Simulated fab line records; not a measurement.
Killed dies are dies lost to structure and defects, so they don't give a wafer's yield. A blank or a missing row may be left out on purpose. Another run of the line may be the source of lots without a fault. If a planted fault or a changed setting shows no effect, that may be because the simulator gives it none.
Chamber matching :: flow nand-harc :: NHARC_P_CONTACT_CMP_24 on cmp-01 has 4 sister chambers
The step polishes, t overpolish 30 s, target thk 200 nm. 18 wafers are shown with their chamber, then 9 later ones without.

== WAFERS WITH THEIR CHAMBER ==
wafer: L075.2
chamber: 3
motor-current-A (A): 13.9
time-to-endpoint-s (s): 34.3
overpolish-run-s (s): 30.002

wafer: L075.5
chamber: 3
motor-current-A (A): 13.2
time-to-endpoint-s (s): 38.3
overpolish-run-s (s): 30.011

wafer: L075.6
chamber: 2
motor-current-A (A): 11.4
time-to-endpoint-s (s): 34.5
overpolish-run-s (s): 29.988

wafer: L078.2
chamber: 0
motor-current-A (A): 11.5
time-to-endpoint-s (s): 38.3
overpolish-run-s (s): 29.995

wafer: L078.3
chamber: 2
motor-current-A (A): 11.4
time-to-endpoint-s (s): 36.7
overpolish-run-s (s): 30.004

wafer: L078.4
chamber: 1
motor-current-A (A): 12.5
time-to-endpoint-s (s): 38.4
overpolish-run-s (s): 29.981

wafer: L082.1
chamber: 1
motor-current-A (A): 11.9
time-to-endpoint-s (s): 43.7
overpolish-run-s (s): 30.003

wafer: L082.4
chamber: 3
motor-current-A (A): 12.8
time-to-endpoint-s (s): 40.1
overpolish-run-s (s): 30.000

wafer: L082.5
chamber: 2
motor-current-A (A): 10.9
time-to-endpoint-s (s): 36.9
overpolish-run-s (s): 29.985

wafer: L085.1
chamber: 1
motor-current-A (A): 11.8
time-to-endpoint-s (s): 41.2
overpolish-run-s (s): 30.010

wafer: L085.3
chamber: 3
motor-current-A (A): 13.1
time-to-endpoint-s (s): 43.7
overpolish-run-s (s): 29.985

wafer: L085.6
chamber: 3
motor-current-A (A): 13.8
time-to-endpoint-s (s): 41.0
overpolish-run-s (s): 30.003

wafer: L090.3
chamber: 3
motor-current-A (A): 12.8
time-to-endpoint-s (s): 39.0
overpolish-run-s (s): 30.001

wafer: L090.4
chamber: 1
motor-current-A (A): 12.1
time-to-endpoint-s (s): 39.6
overpolish-run-s (s): 30.000

wafer: L090.6
chamber: 0
motor-current-A (A): 11.4
time-to-endpoint-s (s): 36.6
overpolish-run-s (s): 29.995

wafer: L094.1
chamber: 1
motor-current-A (A): 12.4
time-to-endpoint-s (s): 39.2
overpolish-run-s (s): 29.986

wafer: L094.2
chamber: 2
motor-current-A (A): 11.8
time-to-endpoint-s (s): 42.7
overpolish-run-s (s): 29.993

wafer: L094.3
chamber: 3
motor-current-A (A): 13.6
time-to-endpoint-s (s): 37.1
overpolish-run-s (s): 30.006

SIGNATURES (means of the wafers above)
reading: motor-current-A
chamber 0: 11.450
chamber 1: 12.140
chamber 2: 11.375
chamber 3: 13.314
scatter within a chamber: 0.381

reading: time-to-endpoint-s
chamber 0: 37.450
chamber 1: 40.420
chamber 2: 37.700
chamber 3: 39.071
scatter within a chamber: 2.8

reading: overpolish-run-s
chamber 0: 29.99500
chamber 1: 29.99600
chamber 2: 29.99250
chamber 3: 30.00114
scatter within a chamber: 0.00919
Rule: a wafer lies at a distance from a chamber equal to the root of the sum of squares, over the readings, of (its reading less the chamber's mean, divided by the reading's scatter). If the next closest chamber is less than 2 further off than the closest, the wafer can't be placed; otherwise it belongs to the closest. How the scatter is found: for the shown wafers, subtract from each reading the mean of its chamber, square and add these, divide the total by (wafers less chambers), then take the root.

== WAFERS WITH NO CHAMBER GIVEN ==
wafer: L095.1
motor-current-A (A): 13.9
time-to-endpoint-s (s): 37.0
overpolish-run-s (s): 29.997

wafer: L095.2
motor-current-A (A): 11.3
time-to-endpoint-s (s): 37.9
overpolish-run-s (s): 29.986

wafer: L095.3
motor-current-A (A): 10.8
time-to-endpoint-s (s): 38.7
overpolish-run-s (s): 29.998

wafer: L095.4
motor-current-A (A): 11.8
time-to-endpoint-s (s): 39.1
overpolish-run-s (s): 29.995

wafer: L095.5
motor-current-A (A): 10.4
time-to-endpoint-s (s): 37.2
overpolish-run-s (s): 29.995

wafer: L095.6
motor-current-A (A): 11.9
time-to-endpoint-s (s): 38.1
overpolish-run-s (s): 29.996

wafer: L096.1
motor-current-A (A): 11.2
time-to-endpoint-s (s): 40.2
overpolish-run-s (s): 29.988

wafer: L096.2
motor-current-A (A): 12.4
time-to-endpoint-s (s): 41.5
overpolish-run-s (s): 29.994

wafer: L096.3
motor-current-A (A): 10.6
time-to-endpoint-s (s): 40.3
overpolish-run-s (s): 29.985

== EACH ONE'S CHAMBER ==
wafer: L095.1
from the rows above: 3
in truth: 3

wafer: L095.2
from the rows above: can't be placed: 2 or 0 or 1
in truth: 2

wafer: L095.3
from the rows above: can't be placed: 2 or 0 or 1
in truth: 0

wafer: L095.4
from the rows above: can't be placed: 1 or 0 or 2
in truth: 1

wafer: L095.5
from the rows above: can't be placed: 2 or 0
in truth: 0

wafer: L095.6
from the rows above: can't be placed: 1 or 0 or 2
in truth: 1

wafer: L096.1
from the rows above: can't be placed: 2 or 0 or 1
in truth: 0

wafer: L096.2
from the rows above: can't be placed: 1 or 3
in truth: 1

wafer: L096.3
from the rows above: can't be placed: 2 or 0 or 1
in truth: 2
Correct placement for 1 of the 9. These rows do not allow placing 8 (true chamber among the candidates in 8). Wrongly placed: 0.
